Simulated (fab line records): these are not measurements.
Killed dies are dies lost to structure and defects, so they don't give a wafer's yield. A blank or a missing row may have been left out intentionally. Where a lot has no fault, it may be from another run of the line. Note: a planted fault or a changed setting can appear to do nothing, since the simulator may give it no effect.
fab line records -- flow n5-finfet
record lots=7, wafers=21
route steps=1938 shown GATE_CUT@478 MOL_CONTACT_COAG@531 BEOL_M0_SAQP@680
start-h: start of the lot's first displayed wafer, in hours after the record's first day -- wait-h: hours from the lot's prior step to this one -- " repeats the value in the row above -- L1.1+2: several wafers, shown together as one row -- - value missing, or start not given -- * or withheld: withheld -- < > ~ a bound
route shown NAME@n: NAME is a module with steps in the file, n the number in the route of the first one -- usual: the fault-free wafers' mean and standard deviation -- same: alike in all rows -- chamber/n: place in a boat -- sites: each site's reading -- _std_site: the standard deviation of these -- _edge_site: mean of outer sites minus mean of inner sites -- radius-mm: how far each site lies from the wafer's centre -- mask NAME#n: copy n -- behind: the most recent tool/chamber to have shaped the wafer -- hold: the reason the lot was held/the length of the hold in hours/how it ended -- device: the transistor (n, p or np) that didn't switch -- end of line: tests run on the same wafers once the route is complete -- a step without rows: its recipe alone -- killed: dies that structure and defects cost at the first sort, which is not the same as the wafer's yield -- map: a wafer's dies, marking killed ones x, the rest . and places with no die _
set.NAME: the setting as run; set.NAME@STEP: as run at that earlier step -- model.NAME: the simulator's own value behind a step, which no gauge read
lots run with intentionally changed settings; tables by step, rows by wafer
## steps
# step N5_GATE_CUT_COAT_34
# recipe resist=SOC, temp-c=250, time-s=60, spin-rpm=1500, resist-thk-nm=60
lot.wafer,tool,chamber,start-h,wait-h,set.spin-rpm,model.SOC_of_GATE_CUT_COAT_34.thk-nm
L076.1+2,litho-track-03,0,96.91,0.0,1500,60
L076.6,litho-track-03,0,96.91,0.0,1500,59.8
L082.2+3+4,litho-track-02,0,131.53,0.0,1500,59.8
L087.2+3+6,litho-track-04,0,161.65,0.0,1500,60
L089.2,litho-track-02,0,174.31,0.1,1447,61.2
L089.3,litho-track-02,0,174.31,0.1,1447,61
L089.5,litho-track-02,0,174.31,0.1,1500,60
L092.1+6,litho-track-03,0,190.22,0.0,1500,59.8
L092.3,litho-track-03,0,190.22,0.0,1500,59.6
L094.1,litho-track-04,0,215.77,0.0,1500,60
L094.3+4,litho-track-04,0,215.77,0.0,1500,60.2
L097.1,litho-track-02,0,227.69,0.0,1500,59.8
L097.3+5,litho-track-02,0,227.69,0.0,1661,56.8
# step N5_GATE_CUT_COAT_35
# recipe resist=SiARC, temp-c=220, time-s=60, spin-rpm=1500, resist-thk-nm=10
# step N5_GATE_CUT_COAT_27
# recipe resist=underlayer, temp-c=205, time-s=60, spin-rpm=1500, resist-thk-nm=10
# step N5_GATE_CUT_ETCH_28
# recipe chemistry=N2/H2, target=underlayer, target-depth-a=130, mask-material=CAR-EUV, time-s=10.4, ion-energy-ev=200, pressure-mtorr=30, source-w=840, bias-w=150, n2-flow-sccm=200, h2-flow-sccm=200, ends=cleared
# step N5_GATE_CUT_ETCH_36
# recipe chemistry=CF4, target=SiARC, target-depth-a=130, mask-material=CAR-EUV, time-s=21.7, ion-energy-ev=80, pressure-mtorr=40, source-w=545, bias-w=36, Ar_flow_sccm=100, cf4-flow-sccm=100, ends=cleared
# step N5_GATE_CUT_ETCH_37
# recipe chemistry=N2/H2, target=SOC, target-depth-a=600, overetch-a=120, mask-material=SiARC, temp-c=40, time-s=90, ion-energy-ev=200, pressure-mtorr=30, source-w=840, bias-w=150, n2-flow-sccm=200, h2-flow-sccm=200
lot.wafer,tool,chamber,start-h,wait-h,set.spin-rpm@GATE_CUT_COAT_34,model.etch.depth-nm
L076.1,rie-diel-03,3,97.51,0.0,1500,59.95
L076.2,rie-diel-03,0,97.51,0.0,1500,59.96
L076.6,rie-diel-03,2,97.51,0.0,1500,59.83
L082.2,rie-diel-06,1,132.46,0.0,1500,59.75
L082.3,rie-diel-06,3,132.46,0.0,1500,59.71
L082.4,rie-diel-06,1,132.46,0.0,1500,59.72
L087.2,rie-diel-02,2,162.24,0.0,1500,60.02
L087.3,rie-diel-02,3,162.24,0.0,1500,59.98
L087.6,rie-diel-02,3,162.24,0.0,1500,60.07
L089.2,rie-diel-03,3,175.14,0.0,1447,61.1
L089.3,rie-diel-03,2,175.14,0.0,1447,60.93
L089.5,rie-diel-03,2,175.14,0.0,1500,59.97
L092.1,rie-diel-03,3,190.69,0.0,1500,59.89
L092.3,rie-diel-03,2,190.69,0.0,1500,59.65
L092.6,rie-diel-03,1,190.69,0.0,1500,59.72
L094.1,rie-diel-03,2,216.37,0.0,1500,60.08
L094.3,rie-diel-03,1,216.37,0.0,1500,60.14
L094.4,rie-diel-03,0,216.37,0.0,1500,60.15
L097.1,rie-diel-06,2,228.29,0.0,1500,59.81
L097.3,rie-diel-06,0,228.29,0.0,1661,56.8
L097.5,rie-diel-06,0,228.29,0.0,1661,56.86
# step N5_GATE_CUT_STRIP_38
# recipe chemistry=N2/H2, temp-c=40, n2-flow-sccm=200, h2-flow-sccm=200, rf-frequency-hz=6e+07
# step N5_GATE_CUT_STRIP_39
# recipe chemistry=N2/H2, temp-c=40, n2-flow-sccm=200, h2-flow-sccm=200, rf-frequency-hz=6e+07
# step N5_GATE_CUT_HM_OPEN_40
# recipe chemistry=C4F6/O2, target=SiO2, mask-material=SiARC, target-depth-a=1390, time-s=85.1, ion-energy-ev=250, pressure-mtorr=30, source-w=345, bias-w=185, Ar_flow_sccm=300, C4F6_flow_sccm=10, O2_flow_sccm=10, ends=cleared
lot.wafer,tool,chamber,start-h,wait-h,set.spin-rpm@GATE_CUT_COAT_34,model.SOC_of_GATE_CUT_COAT_34.thk-nm
L076.1+2+6,rie-diel-03,"3,0,2",97.59,0.0,1500,32.2
L082.2+3,rie-diel-06,"1,3",132.58,0.0,1500,32.6
L082.4,rie-diel-06,1,132.58,0.0,1500,32.2
L087.2+6,rie-diel-02,"2,3",162.33,0.0,1500,32.8
L087.3,rie-diel-02,3,162.33,0.0,1500,33
L089.2,rie-diel-03,3,175.22,0.0,1447,33.8
L089.3,rie-diel-03,2,175.22,0.0,1447,33.6
L089.5,rie-diel-03,2,175.22,0.0,1500,32.6
L092.1+3,rie-diel-03,"3,2",190.77,0.0,1500,32.8
L092.6,rie-diel-03,1,190.77,0.0,1500,32.6
L094.1,rie-diel-03,2,216.46,0.0,1500,33
L094.3,rie-diel-03,1,216.46,0.0,1500,32.8
L094.4,rie-diel-03,0,216.46,0.0,1500,32.4
L097.1,rie-diel-06,2,228.37,0.0,1500,32.4
L097.3,rie-diel-06,0,228.37,0.0,1661,29.4
L097.5,rie-diel-06,0,228.37,0.0,1661,29
# step N5_MOL_CONTACT_COAG_ETCH_105
# recipe chemistry=CF4, target=SiARC, target-depth-a=156, mask-material=CAR-EUV, time-s=26, ion-energy-ev=80, pressure-mtorr=40, source-w=545, bias-w=36, Ar_flow_sccm=100, cf4-flow-sccm=100, ends=cleared
# usual etch-rf-on-time-s=26.0/0.33, rf-vpp-V=184.1/0.95
lot.wafer,tool,chamber,start-h,wait-h,set.bias-w,etch-rf-on-time-s,rf-vpp-V
L076.1,rie-diel-01,3,101.37,0.0,36,25.4,184.9
L076.2,rie-diel-01,1,101.37,0.0,36,25.7,183.4
L076.6,rie-diel-01,0,101.37,0.0,36,26.1,184.1
L082.2,rie-diel-01,1,136.74,0.0,36,25.8,183.5
L082.3,rie-diel-01,3,136.74,0.0,36,25.5,183.7
L082.4,rie-diel-01,2,136.74,0.0,36,26.2,185.6
L087.2,rie-diel-04,1,166.09,0.0,36,26.3,184.0
L087.3,rie-diel-04,2,166.09,0.0,36,26.5,183.8
L087.6,rie-diel-04,2,166.09,0.0,33.02,27.4,174.0
L089.2,rie-diel-04,2,179.74,0.0,36,26.3,184.7
L089.3,rie-diel-04,3,179.74,0.0,36,25.7,185.2
L089.5,rie-diel-04,3,179.74,0.0,36,26.1,184.4
L092.1,rie-diel-01,0,203.09,0.0,38.18,25.5,190.3
L092.3,rie-diel-01,3,203.09,0.0,38.18,25.0,192.1
L092.6,rie-diel-01,0,203.09,0.0,36,26.3,182.6
L094.1,rie-diel-01,0,220.37,0.0,36,26.2,183.5
L094.3,rie-diel-01,3,220.37,0.0,36,25.5,184.9
L094.4,rie-diel-01,0,220.37,0.0,36,26.1,183.5
L097.1,rie-diel-05,2,232.04,0.0,30.52,27.6,165.7
L097.3,rie-diel-05,1,232.04,0.0,36,25.8,184.1
L097.5,rie-diel-05,0,232.04,0.0,30.52,28.0,165.6
# step N5_MOL_CONTACT_COAG_ETCH_15
# recipe chemistry=CH3F/O2, target=SiNx, target-depth-a=70, mask-material=SOC, stop-on=Si:P, over-etch-frac=0.75, ion-energy-ev=120, pressure-mtorr=30, source-w=395, bias-w=73, Ar_flow_sccm=150, CH3F_flow_sccm=30, O2_flow_sccm=20
# usual rf-vpp-V=298/3
lot.wafer,tool,chamber,start-h,wait-h,set.source-w,rf-vpp-V
L076.1,rie-diel-01,3,101.54,0.0,428,283
L076.2,rie-diel-01,1,101.54,0.0,395,296
L076.6,rie-diel-01,0,101.54,0.0,428,290
L082.2,rie-diel-01,1,136.90,0.0,395,295
L082.3,rie-diel-01,3,136.90,0.0,395,293
L082.4,rie-diel-01,2,136.90,0.0,395,306
L087.2,rie-diel-04,1,166.26,0.0,395,298
L087.3,rie-diel-04,2,166.26,0.0,349.4,314
L087.6,rie-diel-04,2,166.26,0.0,395,296
L089.2,rie-diel-04,2,179.99,0.0,395,296
L089.3,rie-diel-04,3,179.99,0.0,417.9,290
L089.5,rie-diel-04,3,179.99,0.0,417.9,292
L092.1,rie-diel-01,0,203.25,0.0,395,298
L092.3,rie-diel-01,3,203.25,0.0,395,292
L092.6,rie-diel-01,0,203.25,0.0,395,301
L094.1,rie-diel-01,0,220.53,0.0,350.2,316
L094.3,rie-diel-01,3,220.53,0.0,395,294
L094.4,rie-diel-01,0,220.53,0.0,350.2,316
L097.1,rie-diel-05,2,232.21,0.0,395,297
L097.3,rie-diel-05,1,232.21,0.0,395,294
L097.5,rie-diel-05,0,232.21,0.0,334.8,324
# step N5_MOL_CONTACT_COAG_EXPOSE_37
# recipe mask-id=VD, na=0.33, source-shape=annular, sigma-inner=0.3, sigma-outer=0.7, polarization=unpolarized, defocus-nm=0, dose-mj=62
lot.wafer,tool,chamber,start-h,wait-h,mask,set.dose-mj
L076.1,euv-scanner-02,0,110.76,-,VD#0,59.34
L076.2+6,euv-scanner-02,0,110.76,-,VD#0,62
L082.2+3+4,euv-scanner-01,0,146.67,-,VD#0,62
L087.2+3+6,euv-scanner-02,0,181.05,-,VD#0,62
L089.2+5,euv-scanner-01,0,198.98,-,VD#0,59.04
L089.3,euv-scanner-01,0,198.98,-,VD#0,62
L092.1+6,euv-scanner-02,0,218.67,-,VD#0,62
L092.3,euv-scanner-02,0,218.67,-,VD#0,58.22
L094.1,euv-scanner-01,0,230.47,-,VD#0,62
L094.3+4,euv-scanner-01,0,230.47,-,VD#0,57.72
L097.1,euv-scanner-01,0,241.94,-,VD#0,65.27
L097.3+5,euv-scanner-01,0,241.94,-,VD#0,62
# step N5_MOL_CONTACT_COAG_PEB_38
# recipe peb-temp-c=100, peb-time-s=60, resist=CAR-EUV
# step N5_MOL_CONTACT_COAG_DEVELOP_39
# recipe develop-time-s=30, developer=TMAH, resist=CAR-EUV, rinse-liquid=surfactant-rinse, dry=air-spin, dev-temp-c=23
# step N5_MOL_CONTACT_COAG_CD_MEAS_40
# recipe target-cd-nm=25.1, landing-energy-ev=500, detector=se-inlens, polarity=opening
# usual cd-nm=25.12/0.21
lot.wafer,tool,chamber,start-h,wait-h,set.dose-mj@MOL_CONTACT_COAG_EXPOSE_37,cd-nm
L076.1,cd-sem-01,0,110.90,-,59.34,24.28
L076.2,cd-sem-01,0,110.90,-,62,24.60
L076.6,cd-sem-01,0,110.90,-,62,24.61
L082.2,cd-sem-01,0,146.81,-,62,25.27
L082.3,cd-sem-01,0,146.81,-,62,25.04
L082.4,cd-sem-01,0,146.81,-,62,25.42
L087.2,cd-sem-03,0,181.19,-,62,24.98
L087.3,cd-sem-03,0,181.19,-,62,25.16
L087.6,cd-sem-03,0,181.19,-,62,25.14
L089.2,cd-sem-02,0,199.12,-,59.04,24.13
L089.3,cd-sem-02,0,199.12,-,62,25.03
L089.5,cd-sem-02,0,199.12,-,59.04,24.35
L092.1,cd-sem-01,0,218.81,-,62,25.07
L092.3,cd-sem-01,0,218.81,-,58.22,24.13
L092.6,cd-sem-01,0,218.81,-,62,25.18
L094.1,cd-sem-02,0,230.62,-,62,24.98
L094.3,cd-sem-02,0,230.62,-,57.72,24.01
L094.4,cd-sem-02,0,230.62,-,57.72,23.68
L097.1,cd-sem-02,0,242.09,-,65.27,25.96
L097.3,cd-sem-02,0,242.09,-,62,24.92
L097.5,cd-sem-02,0,242.09,-,62,25.04
# step N5_MOL_CONTACT_COAG_PRECLEAN_138
# recipe chemistry=alkaline-clean, temp-c=60, time-s=60, do-ppb=50
# step N5_MOL_CONTACT_COAG_SRD_139
# recipe dry=ipa-marangoni, time-s=30, temp-c=23, rinse-liquid=diw
# step N5_MOL_CONTACT_COAG_CD_MEAS_101
# recipe target-cd-nm=16
# usual cd-nm=15.98/0.29
lot.wafer,tool,chamber,start-h,wait-h,set.dose-mj@MOL_CONTACT_COAG_EXPOSE_37,cd-nm
L076.1,cd-sem-01,-,111.91,0.0,59.34,15.24
L076.2,cd-sem-01,-,111.91,0.0,62,15.73
L076.6,cd-sem-01,-,111.91,0.0,62,16.08
L082.2,cd-sem-02,-,148.19,0.0,62,15.97
L082.3,cd-sem-02,-,148.19,0.0,62,15.93
L082.4,cd-sem-02,-,148.19,0.0,62,15.97
L087.2,cd-sem-01,-,182.31,0.0,62,16.22
L087.3,cd-sem-01,-,182.31,0.0,62,15.73
L087.6,cd-sem-01,-,182.31,0.0,62,16.07
L089.2,cd-sem-02,-,200.66,0.0,59.04,15.59
L089.3,cd-sem-02,-,200.66,0.0,62,16.19
L089.5,cd-sem-02,-,200.66,0.0,59.04,15.15
L092.1,cd-sem-03,-,220.22,0.0,62,16.16
L092.3,cd-sem-03,-,220.22,0.0,58.22,14.72
L092.6,cd-sem-03,-,220.22,0.0,62,15.80
L094.1,cd-sem-02,-,231.58,0.0,62,15.99
L094.3,cd-sem-02,-,231.58,0.0,57.72,14.31
L094.4,cd-sem-02,-,231.58,0.0,57.72,14.43
L097.1,cd-sem-01,-,244.09,0.0,65.27,16.91
L097.3,cd-sem-01,-,244.09,0.0,62,16.09
L097.5,cd-sem-01,-,244.09,0.0,62,15.79
# step N5_BEOL_M0_SAQP_COAT_69
# recipe resist=SOC, temp-c=250, time-s=60, spin-rpm=1500, resist-thk-nm=90
lot.wafer,tool,chamber,start-h,wait-h,set.spin-rpm,model.SOC_of_BEOL_M0_SAQP_COAT_69.thk-nm
L076.1,litho-track-02,0,124.09,0.0,1500,89.8
L076.2,litho-track-02,0,124.09,0.0,1348,94.8
L076.6,litho-track-02,0,124.09,0.0,1500,90
L082.2,litho-track-02,0,158.61,0.0,1500,89.2
L082.3+4,litho-track-02,0,158.61,0.0,1500,89.6
L087.2,litho-track-01,0,192.43,0.0,1660,85.4
L087.3+6,litho-track-01,0,192.43,0.0,1500,89.8
L089.2,litho-track-01,0,209.53,0.0,1500,90.2
L089.3+5,litho-track-01,0,209.53,0.0,1563,88.4
L092.1,litho-track-02,0,233.83,0.0,1500,90
L092.3,litho-track-02,0,233.83,0.0,1594,87.4
L092.6,litho-track-02,0,233.83,0.0,1500,90.2
L094.1+4,litho-track-02,0,240.77,0.0,1500,89.6
L094.3,litho-track-02,0,240.77,0.0,1500,89.8
L097.1+3,litho-track-01,0,256.18,0.7,1500,90
L097.5,litho-track-01,0,256.18,0.7,1500,89.8
## key
split step=N5_GATE_CUT_COAT_34, setting=spin-rpm, stated=1500, by=wafer
response step=N5_GATE_CUT_COAT_34, reading=model.SOC_of_GATE_CUT_COAT_34.thk-nm, change=-0.283, per=1%, r=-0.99
response step=N5_GATE_CUT_ETCH_37, reading=model.etch.depth-nm, change=-0.279, per=1%, r=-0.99
response step=N5_GATE_CUT_HM_OPEN_40, reading=model.SOC_of_GATE_CUT_COAT_34.thk-nm, change=-0.299, per=1%, r=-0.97
split step=N5_MOL_CONTACT_COAG_ETCH_105, setting=bias-w, stated=36, by=wafer
response step=N5_MOL_CONTACT_COAG_ETCH_105, reading=etch-rf-on-time-s, change=*, per=1%, r=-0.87
response step=N5_MOL_CONTACT_COAG_ETCH_105, reading=rf-vpp-V, change=+1.23, per=1%, r=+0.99
split step=N5_MOL_CONTACT_COAG_ETCH_15, setting=source-w, stated=395, by=wafer
response step=N5_MOL_CONTACT_COAG_ETCH_15, reading=rf-vpp-V, change=-1.66, per=1%, r=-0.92
split step=N5_MOL_CONTACT_COAG_EXPOSE_37, setting=dose-mj, stated=62, by=wafer
response step=N5_MOL_CONTACT_COAG_CD_MEAS_40, reading=cd-nm, change=+0.158, per=1%, r=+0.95
response step=N5_MOL_CONTACT_COAG_CD_MEAS_101, reading=cd-nm, change=+0.2, per=1%, r=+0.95
split step=N5_BEOL_M0_SAQP_COAT_69, setting=spin-rpm, stated=1500, by=wafer
response step=N5_BEOL_M0_SAQP_COAT_69, reading=model.SOC_of_BEOL_M0_SAQP_COAT_69.thk-nm, change=-0.443, per=1%, r=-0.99
